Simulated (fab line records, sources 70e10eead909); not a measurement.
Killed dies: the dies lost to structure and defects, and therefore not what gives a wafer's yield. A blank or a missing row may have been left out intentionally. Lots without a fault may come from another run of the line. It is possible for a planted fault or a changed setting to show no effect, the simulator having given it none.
Comparing a struck lot with a sound one / flow nand_harc / 13 out of 1302 route steps
Sound: the wafers L926.2, L926.3, L926.6. The struck wafers were L936.1, L936.3, L936.6. The cause is given at the end.
Each step with rows lists, per side, the tool, then ch with its chambers, then its first start. Under that, the readings that differ: sound wafers / struck wafers / difference of the means / sigmas: that difference in standard deviations of wafers without a fault.
alike: words and numbers the same on both sides, and readings whose means are apart by under 2 such deviations; not compared: readings that were withheld, readings missing a value for some wafer, numbers with overlapping values and no deviation given by the record, and bounds like >300 which may hide the same value.
A row with sigmas, a row that says differs or no value, or rows on one side alone: a step with any of these is where the two part. Non-overlapping numbers with no deviation appear without sigmas and do not part them. A reading missing from all wafers of one side parts the sides only when that side holds two or more wafers.

NHARC_A_STAIRCASE_TRIM_12: chemistry O2, time 211.2 s.
  sound on rie_diel-08 ch 0,2,3, day 17 14:34; struck on rie_diel-08 ch 0,2, day 22 12:13
  alike: drypump_motor_current_A, oes_product_au, rf_vpp_V, showerhead_plenum_p_Torr, throttle_valve_pct
  not compared: rf_hours_counter_h
then, 1 step without rows for these wafers: NHARC_A_STAIRCASE_ETCH_13 (etches the open film in C4F8/O2, target depth 100 nm, time 40.5 s).
NHARC_A_STAIRCASE_TRIM_14: chemistry O2, time 211.2 s.
  sound on rie_diel-08 ch 0,1,2; struck on rie_diel-08 ch 1,2,3
  alike: drypump_motor_current_A, oes_product_au, rf_vpp_V, showerhead_plenum_p_Torr, throttle_valve_pct
  not compared: rf_hours_counter_h
NHARC_A_STAIRCASE_ETCH_15: etches the open film in C4F8/O2, target depth 100 nm, time 40.5 s.
  sound on rie_diel-08 ch 0,1,2; struck on rie_diel-08 ch 0,1
  alike: oes_product_au, rf_fwd_power_W, rf_vpp_V
  not compared: rf_hours_counter_h
NHARC_A_STAIRCASE_TRIM_16: chemistry O2, time 211.2 s.
  sound on rie_diel-08 ch 0,1,2; struck on rie_diel-08 ch 0,1,3
  alike: drypump_motor_current_A, oes_product_au, rf_vpp_V, showerhead_plenum_p_Torr, throttle_valve_pct
  not compared: rf_hours_counter_h
then, 3 steps without rows for these wafers: NHARC_A_STAIRCASE_ETCH_17 (etches the open film in C4F8/O2, target depth 100 nm, time 40.5 s); NHARC_A_STAIRCASE_TRIM_18 (chemistry O2, time 211.2 s); NHARC_A_STAIRCASE_ETCH_19 (etches the open film in C4F8/O2, target depth 100 nm, time 40.5 s).
NHARC_A_STAIRCASE_TRIM_20: chemistry O2, time 211.2 s.
  sound on rie_diel-08 ch 1,2,3, day 17 15:59; struck on rie_diel-02 ch 0,2,3, day 22 13:15
  alike: drypump_motor_current_A, oes_product_au, rf_vpp_V, showerhead_plenum_p_Torr, throttle_valve_pct
  not compared: rf_hours_counter_h
then, 2 steps without rows for these wafers: NHARC_A_STAIRCASE_ETCH_21 (etches the open film in C4F8/O2, target depth 100 nm, time 40.5 s); NHARC_A_STAIRCASE_TRIM_22 (chemistry O2, time 211.2 s).
NHARC_A_STAIRCASE_ETCH_23: etches the open film in C4F8/O2, target depth 100 nm, time 40.5 s.
  sound on rie_diel-08 ch 1,2,3, day 17 16:24; struck on rie_diel-02 ch 0,1,3, day 22 13:39
reading=oes_product_au (a.u.); sound=0.950 0.946 0.947; struck=1.197 1.185 1.171; difference=+0.237; sigmas=+18
reading=rf_fwd_power_W (W); sound=586 593 596; struck=834 833 833; difference=+242; sigmas=+73
  alike: rf_vpp_V
  not compared: rf_hours_counter_h
then, 1 step without rows for these wafers: NHARC_A_STAIRCASE_TRIM_24 (chemistry O2, time 211.2 s).

== WHERE THEY PART ==
Only at NHARC_A_STAIRCASE_ETCH_23, as far as this record shows.

WHY: what had been put in by the simulator
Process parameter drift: rie_diel-02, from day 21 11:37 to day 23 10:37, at NHARC_A_STAIRCASE_ETCH_23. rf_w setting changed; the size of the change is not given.
